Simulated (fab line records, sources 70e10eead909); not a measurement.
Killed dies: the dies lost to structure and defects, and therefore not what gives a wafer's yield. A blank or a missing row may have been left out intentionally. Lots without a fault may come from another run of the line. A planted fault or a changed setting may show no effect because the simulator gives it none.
The tool behind it: which one? | flow nand_harc | Sampling: 24 lots, 72 wafers, 6 of 1159 route steps

WHAT THE GAUGES READ, wafer by wafer
NHARC_P_GATE_CD_MEAS_26: the cd target is 120 nm.
lot  | measured     | on        | cd_nm (nm)
L075 | day 4 20:18  | cd_sem-02 | 119.7 119.3 119.8
L074 | day 4 20:28  | cd_sem-03 | 120.8 120.1 120.7
L076 | day 5 07:54  | cd_sem-01 | 121.2 121.2 120.6
L077 | day 5 08:30  | cd_sem-03 | 121.4 121.4 120.7
L078 | day 5 17:08  | cd_sem-01 | 119.8 119.6 119.4
L079 | day 5 22:28  | cd_sem-02 | 121.7 120.8 121.4
L080 | day 6 06:53  | cd_sem-01 | 119.5 119.0 119.7
L081 | day 6 09:43  | cd_sem-01 | 120.8 120.8 119.4
L082 | day 6 17:23  | cd_sem-01 | 120.1 119.7 119.3
L083 | day 6 23:25  | cd_sem-01 | 120.5 120.2 120.0
L084 | day 7 05:34  | cd_sem-02 | 120.4 119.6 119.7
L087 | day 7 19:47  | cd_sem-02 | 120.2 120.8 120.3
L085 | day 7 20:34  | cd_sem-02 | 120.0 120.8 120.6
L086 | day 7 20:43  | cd_sem-03 | 118.2 119.0 119.3
L088 | day 8 03:17  | cd_sem-03 | 119.6 119.3 118.9
L089 | day 8 11:56  | cd_sem-02 | 120.3 119.9 119.3
L090 | day 8 17:21  | cd_sem-02 | 119.9 120.5 120.4
L091 | day 9 01:17  | cd_sem-01 | 121.1 120.8 121.1
L092 | day 9 05:37  | cd_sem-03 | 119.8 119.5 119.8
L093 | day 9 06:39  | cd_sem-02 | 120.6 120.5 121.5
L094 | day 9 15:40  | cd_sem-01 | 120.1 119.7 120.1
L095 | day 9 16:41  | cd_sem-02 | 118.7 119.0 119.4
L096 | day 10 06:44 | cd_sem-01 | 119.8 120.0 120.4
L097 | day 10 12:39 | cd_sem-02 | 120.5 120.8 121.2

NHARC_P_CONTACT_INSPECT_14.
lot  | measured     | on                | raw_defect_count
L075 | day 5 16:57  | defect_inspect-02 | 4 3 6
L074 | day 5 17:14  | defect_inspect-02 | 6 1 1
L076 | day 6 05:26  | defect_inspect-01 | 3 1 0
L077 | day 6 05:57  | defect_inspect-02 | 6 3 2
L078 | day 6 13:34  | defect_inspect-02 | 9 5 3
L079 | day 6 18:46  | defect_inspect-02 | 4 4 3
L080 | day 7 04:00  | defect_inspect-01 | 4 4 5
L081 | day 7 05:51  | defect_inspect-02 | 6 3 3
L082 | day 7 13:37  | defect_inspect-02 | 2 4 12
L083 | day 7 20:15  | defect_inspect-02 | 1 4 3
L084 | day 8 04:21  | defect_inspect-02 | 4 1 4
L087 | day 8 16:18  | defect_inspect-02 | 8 4 4
L085 | day 8 17:50  | defect_inspect-02 | 0 10 2
L086 | day 8 20:51  | defect_inspect-02 | 1 7 5
L088 | day 9 00:36  | defect_inspect-01 | 5 2 1
L089 | day 9 08:38  | defect_inspect-01 | 5 2 4
L090 | day 9 13:34  | defect_inspect-01 | 8 5 3
L091 | day 10 00:31 | defect_inspect-02 | 2 3 6
L092 | day 10 02:15 | defect_inspect-01 | 4 4 1
L093 | day 10 06:40 | defect_inspect-01 | 5 3 1
L094 | day 10 12:26 | defect_inspect-02 | 5 2 8
L095 | day 10 13:20 | defect_inspect-02 | 2 3 1
L096 | day 11 05:20 | defect_inspect-01 | 6 1 1
L097 | day 11 12:01 | defect_inspect-02 | 4 9 9

NHARC_P_M0_OVL_MEAS_10: pitch 180 nm.
lot  | measured     | on         | overlay_x_nm (nm) | overlay_y_nm (nm)
L075 | day 5 22:47  | overlay-01 | 0.6 -0.1 0.1      | 0.1 0.1 0.1
L074 | day 5 23:21  | overlay-01 | 0.3 -0.6 0.1      | -0.1 0.1 -0.8
L076 | day 6 09:46  | overlay-01 | -0.3 0.1 0.6      | 0.2 -0.4 0.2
L077 | day 6 10:46  | overlay-01 | -2.0 -2.3 -1.9    | 0.4 -0.1 -0.6
L078 | day 6 20:20  | overlay-02 | 0.3 0.4 0.0       | -0.8 -0.6 -0.8
L079 | day 7 02:34  | overlay-02 | -0.9 -1.9 -1.1    | 0.3 1.4 0.6
L080 | day 7 08:19  | overlay-01 | 1.1 0.0 0.6       | 0.7 0.9 0.9
L081 | day 7 11:28  | overlay-01 | -0.7 -0.5 -0.4    | 0.4 0.1 0.1
L082 | day 7 20:20  | overlay-02 | 0.0 0.1 -0.5      | -0.4 -0.7 -0.5
L083 | day 8 00:32  | overlay-01 | -0.3 -0.1 -0.3    | 1.1 0.1 0.5
L084 | day 8 18:05  | overlay-01 | 0.8 0.2 0.2       | -0.4 -0.1 -0.6
L087 | day 8 21:31  | overlay-01 | -0.5 -0.6 -0.6    | -1.1 -0.7 -0.6
L085 | day 8 22:37  | overlay-02 | -0.3 -0.4 0.4     | -0.7 -0.8 -0.3
L086 | day 9 04:06  | overlay-02 | -1.3 -0.8 -0.8    | -0.3 -0.2 -0.3
L088 | day 9 06:01  | overlay-02 | 0.0 -0.3 -0.6     | 0.2 -0.3 0.0
L089 | day 9 12:47  | overlay-02 | -0.2 -1.0 -0.7    | 1.7 1.9 1.5
L090 | day 10 01:15 | overlay-01 | 0.6 1.2 0.8       | -0.1 -0.1 -0.3
L091 | day 10 04:50 | overlay-02 | 0.1 -0.2 -0.1     | -1.9 -1.6 -2.0
L092 | day 10 07:23 | overlay-01 | 0.7 0.0 0.7       | -0.3 -0.1 0.0
L093 | day 10 10:44 | overlay-01 | 0.1 0.8 0.3       | -0.3 0.2 -0.1
L094 | day 10 19:20 | overlay-01 | -0.7 -1.5 -0.7    | 0.8 0.5 0.2
L095 | day 10 19:44 | overlay-01 | 1.1 1.4 0.9       | -0.6 -0.5 -0.6
L096 | day 11 09:21 | overlay-01 | 0.7 0.5 0.5       | -0.5 -1.4 -0.3
L097 | day 11 19:21 | overlay-02 | -0.4 -0.6 -0.4    | -0.2 0.1 0.3

WHAT TOOL EACH LOT RAN ON (gives the tool, then ch and the chambers of the sampled wafers, and finally the start)
lot  | NHARC_P_GATE_ETCH_32             | NHARC_P_GATE_ALD_36              | NHARC_P_GATE_DESCUM_93
L075 | rie_si-04 ch 1,2, day 4 20:57    | ald_sin-01 ch 0,3, day 4 21:45   | rie_diel-13 ch 0,2,3, day 5 12:14
L074 | rie_si-06 ch 0,1,2, day 4 21:12  | ald_sin-02 ch 0,1, day 4 23:03   | rie_diel-13 ch 0,2,3, day 5 12:35
L076 | rie_si-06 ch 0,1, day 5 09:35    | ald_sin-01 ch 1,2, day 5 10:34   | rie_diel-06 ch 0,1, day 6 00:44
L077 | rie_si-06 ch 1,2, day 5 10:10    | ald_sin-02 ch 2,3, day 5 10:58   | rie_diel-04 ch 0,1, day 6 01:07
L078 | rie_si-03 ch 0,3, day 5 17:58    | ald_sin-01 ch 0,1,3, day 5 18:46 | rie_diel-04 ch 0,1,2, day 6 08:47
L079 | rie_si-04 ch 0,3, day 5 23:22    | ald_sin-03 ch 0,1, day 6 00:10   | rie_diel-06 ch 0,1,3, day 6 14:04
L080 | rie_si-03 ch 0,2,3, day 6 07:42  | ald_sin-02 ch 0,2,3, day 6 08:30 | rie_diel-04 ch 0,2,3, day 6 22:54
L081 | rie_si-03 ch 0,1,2, day 6 10:24  | ald_sin-01 ch 0,1,3, day 6 11:10 | rie_diel-06 ch 0,2,3, day 7 01:04
L082 | rie_si-04 ch 1,2,3, day 6 18:02  | ald_sin-03 ch 0,1,2, day 6 18:50 | rie_diel-04 ch 0,2,3, day 7 08:59
L083 | rie_si-06 ch 0,1,2, day 7 00:05  | ald_sin-02 ch 0,3, day 7 00:53   | rie_diel-04 ch 2,3, day 7 15:21
L084 | rie_si-03 ch 0,1,2, day 7 06:15  | ald_sin-01 ch 1,3, day 7 09:52   | rie_diel-04 ch 0,1, day 7 23:23
L087 | rie_si-03 ch 0,1,3, day 7 20:28  | ald_sin-03 ch 0,1,3, day 7 23:23 | rie_diel-06 ch 1,3, day 8 11:35
L085 | rie_si-04 ch 0,2,3, day 7 21:28  | ald_sin-02 ch 0,3, day 7 23:22   | rie_diel-04 ch 0,1,2, day 8 12:32
L086 | rie_si-03 ch 0,1, day 7 21:32    | ald_sin-01 ch 0,2, day 8 01:36   | rie_diel-06 ch 0,1, day 8 16:02
L088 | rie_si-06 ch 0,1, day 8 03:57    | ald_sin-03 ch 1,2,3, day 8 05:50 | rie_diel-13 ch 0,2,3, day 8 20:04
L089 | rie_si-03 ch 1,2, day 8 12:35    | ald_sin-02 ch 1,2,3, day 8 14:26 | rie_diel-04 ch 1,3, day 9 03:40
L090 | rie_si-03 ch 1,2,3, day 8 18:00  | ald_sin-01 ch 1,2,3, day 8 19:52 | rie_diel-04 ch 0,1,2, day 9 08:51
L091 | rie_si-03 ch 0,1,2, day 9 02:39  | ald_sin-01 ch 1,2,3, day 9 04:52 | rie_diel-13 ch 0,3, day 9 19:53
L092 | rie_si-04 ch 0,1,3, day 9 06:30  | ald_sin-02 ch 0,3, day 9 08:20   | rie_diel-13 ch 0,2,3, day 9 21:19
L093 | rie_si-06 ch 0,1,2, day 9 07:18  | ald_sin-01 ch 0,1,3, day 9 11:53 | rie_diel-04 ch 1,2,3, day 10 02:07
L094 | rie_si-03 ch 0,3, day 9 16:26    | ald_sin-02 ch 1,2, day 9 18:20   | rie_diel-04 ch 0,1,2, day 10 07:42
L095 | rie_si-03 ch 2,3, day 9 17:20    | ald_sin-01 ch 1,2, day 9 18:15   | rie_diel-04 ch 2,3, day 10 08:12
L096 | rie_si-03 ch 1,2,3, day 10 07:35 | ald_sin-03 ch 2,3, day 10 11:11  | rie_diel-04 ch 1,2, day 11 00:42
L097 | rie_si-04 ch 0,1,3, day 10 13:21 | ald_sin-03 ch 1,2, day 10 16:47  | rie_diel-04 ch 1,3, day 11 07:17
- NHARC_P_GATE_ETCH_32: etches the open film in HBr/Cl2, target depth 150 nm, time 100.1 s.
- NHARC_P_GATE_ALD_36: deposits SiNx, target thk 20 nm, pulse time 60 s, ald cycles 223.
- NHARC_P_GATE_DESCUM_93: chemistry O2, time 3 s.

WHAT THE TOOLS THEMSELVES READ (means of the sampled wafers that have a number; where no wafer has one, the mark that the record gives instead)
NHARC_P_GATE_ETCH_32.
lot  | tool      | bias_w (W) | drypump_motor_current_A (A) | oes_product_au (a.u.) | throttle_valve_pct (%)
L075 | rie_si-04 | 99.95      | 6.1                         | 1.010                 | 26.408
L074 | rie_si-06 | 100.17     | 5.7                         | 0.985                 | 26.410
L076 | rie_si-06 | 100.02     | 5.6                         | 0.997                 | 26.404
L077 | rie_si-06 | 99.77      | 5.9                         | 0.985                 | 26.411
L078 | rie_si-03 | 100.16     | 6.5                         | 0.997                 | 26.410
L079 | rie_si-04 | 100.34     | 6.5                         | 1.013                 | 26.413
L080 | rie_si-03 | 100.07     | 6.3                         | 1.004                 | 26.410
L081 | rie_si-03 | 100.15     | 5.9                         | 1.005                 | 26.401
L082 | rie_si-04 | 99.95      | 6.1                         | 1.007                 | 26.406
L083 | rie_si-06 | 100.04     | 5.7                         | 0.998                 | 26.414
L084 | rie_si-03 | 99.82      | 5.9                         | 1.004                 | 26.407
L087 | rie_si-03 | 99.56      | 6.1                         | 1.009                 | 26.409
L085 | rie_si-04 | 99.84      | 6.1                         | 1.004                 | 26.399
L086 | rie_si-03 | 100.25     | 5.7                         | 1.007                 | 26.408
L088 | rie_si-06 | 100.03     | 5.6                         | 1.001                 | 26.400
L089 | rie_si-03 | 100.01     | 5.6                         | 1.021                 | 26.397
L090 | rie_si-03 | 100.25     | 6.0                         | 1.008                 | 26.401
L091 | rie_si-03 | 99.97      | 5.9                         | 1.008                 | 26.396
L092 | rie_si-04 | 99.87      | 6.5                         | 1.001                 | 26.412
L093 | rie_si-06 | 100.17     | 5.7                         | 1.001                 | 26.404
L094 | rie_si-03 | 100.21     | 6.5                         | 1.002                 | 26.399
L095 | rie_si-03 | 99.88      | 6.4                         | 0.997                 | 26.409
L096 | rie_si-03 | 100.06     | 6.0                         | 1.005                 | 26.398
L097 | rie_si-04 | 100.20     | 6.5                         | 1.000                 | 26.398

NHARC_P_GATE_ALD_36.
lot  | tool       | heater_power_w (W) | precursor_pulse_height_rel
L075 | ald_sin-01 | 832                | 1.016
L074 | ald_sin-02 | 861                | 1.001
L076 | ald_sin-01 | 808                | 0.997
L077 | ald_sin-02 | 864                | 0.993
L078 | ald_sin-01 | 783                | 1.010
L079 | ald_sin-03 | 814                | 1.019
L080 | ald_sin-02 | 913                | 1.000
L081 | ald_sin-01 | 787                | 0.983
L082 | ald_sin-03 | 835                | 0.992
L083 | ald_sin-02 | 928                | 1.005
L084 | ald_sin-01 | 724                | 1.001
L087 | ald_sin-03 | 824                | 0.986
L085 | ald_sin-02 | 943                | 1.007
L086 | ald_sin-01 | 857                | 1.005
L088 | ald_sin-03 | 851                | 1.005
L089 | ald_sin-02 | 858                | 0.986
L090 | ald_sin-01 | 755                | 0.983
L091 | ald_sin-01 | 750                | 0.994
L092 | ald_sin-02 | 920                | 0.985
L093 | ald_sin-01 | 771                | 0.982
L094 | ald_sin-02 | 797                | 0.985
L095 | ald_sin-01 | 794                | 1.011
L096 | ald_sin-03 | 870                | 0.997
L097 | ald_sin-03 | 854                | 0.996

NHARC_P_GATE_DESCUM_93.
lot  | tool        | drypump_motor_current_A (A) | o2_flow_sccm (sccm) | oes_product_au (a.u.) | rf_vpp_V (V) | showerhead_plenum_p_Torr (Torr) | throttle_valve_pct (%)
L075 | rie_diel-13 | 5.9                         | 199.9               | 0.990                 | 58.1         | 1.84                            | 11.316
L074 | rie_diel-13 | 5.8                         | 199.7               | 0.992                 | 57.8         | 1.84                            | 11.307
L076 | rie_diel-06 | 6.1                         | 200.2               | 1.001                 | 57.4         | 1.99                            | 11.331
L077 | rie_diel-04 | 5.6                         | 199.8               | 0.992                 | 58.6         | 2.02                            | 11.302
L078 | rie_diel-04 | 5.7                         | 200.4               | 0.996                 | 59.3         | 1.97                            | 11.317
L079 | rie_diel-06 | 6.2                         | 199.6               | 1.002                 | 57.7         | 1.93                            | 11.311
L080 | rie_diel-04 | 5.6                         | 200.1               | 0.990                 | 57.5         | 1.90                            | 11.315
L081 | rie_diel-06 | 6.2                         | 200.0               | 0.998                 | 57.9         | 1.91                            | 11.310
L082 | rie_diel-04 | 5.6                         | 200.2               | 0.992                 | 57.4         | 1.90                            | 11.310
L083 | rie_diel-04 | 5.6                         | 200.7               | 1.002                 | 57.7         | 1.88                            | 11.314
L084 | rie_diel-04 | 5.6                         | 200.1               | 1.001                 | 57.8         | 2.02                            | 11.302
L087 | rie_diel-06 | 6.4                         | 200.2               | 1.004                 | 58.9         | 1.94                            | 11.313
L085 | rie_diel-04 | 5.7                         | 199.6               | 0.996                 | 57.1         | 1.97                            | 11.306
L086 | rie_diel-06 | 6.3                         | 200.2               | 1.004                 | 58.7         | 2.00                            | 11.316
L088 | rie_diel-13 | 5.9                         | 200.1               | 0.991                 | 57.8         | 1.84                            | 11.308
L089 | rie_diel-04 | 5.3                         | 200.2               | 1.007                 | 58.8         | 1.98                            | 11.311
L090 | rie_diel-04 | 5.7                         | 200.7               | 1.003                 | 57.6         | 1.97                            | 11.308
L091 | rie_diel-13 | 5.5                         | 200.4               | 0.983                 | 58.8         | 1.89                            | 11.320
L092 | rie_diel-13 | 5.8                         | 199.7               | 0.990                 | 58.0         | 1.83                            | 11.319
L093 | rie_diel-04 | 5.5                         | 200.2               | 1.007                 | 58.7         | 1.92                            | 11.317
L094 | rie_diel-04 | 5.7                         | 200.7               | 1.001                 | 58.9         | 1.97                            | 11.310
L095 | rie_diel-04 | 5.3                         | 200.5               | 0.988                 | 57.1         | 1.84                            | 11.310
L096 | rie_diel-04 | 5.7                         | 200.2               | 0.997                 | 59.0         | 1.94                            | 11.314
L097 | rie_diel-04 | 5.2                         | 200.2               | 0.994                 | 57.7         | 1.90                            | 11.316

THE ANSWER, worked out from the rows above alone
Rule: usual is defined by the lots themselves. Put in order of their means at a reading, lots are off if they are a third of the lots or fewer, leave a main group of 4 or more, and stand apart from it by a gap of 3 or more times the standard deviation of the main group's means; of several such gaps the widest counts. A main group is skipped when, at the precision printed for the reading in the tables above, its means are all equal. Also off: a lot with no number at a reading for which 4 or more lots have one. The other lots that the step has rows for count as sound. After the gauges, taken in route order, come the tools' own readings; for these a lot's mean is taken, as printed above. At the first step where some lot is off, the reading lying furthest off is the one used; lots without a number count as furthest.
None of the lots is off at any reading shown; this tells nothing.

WHAT THE SIMULATOR PUT IN
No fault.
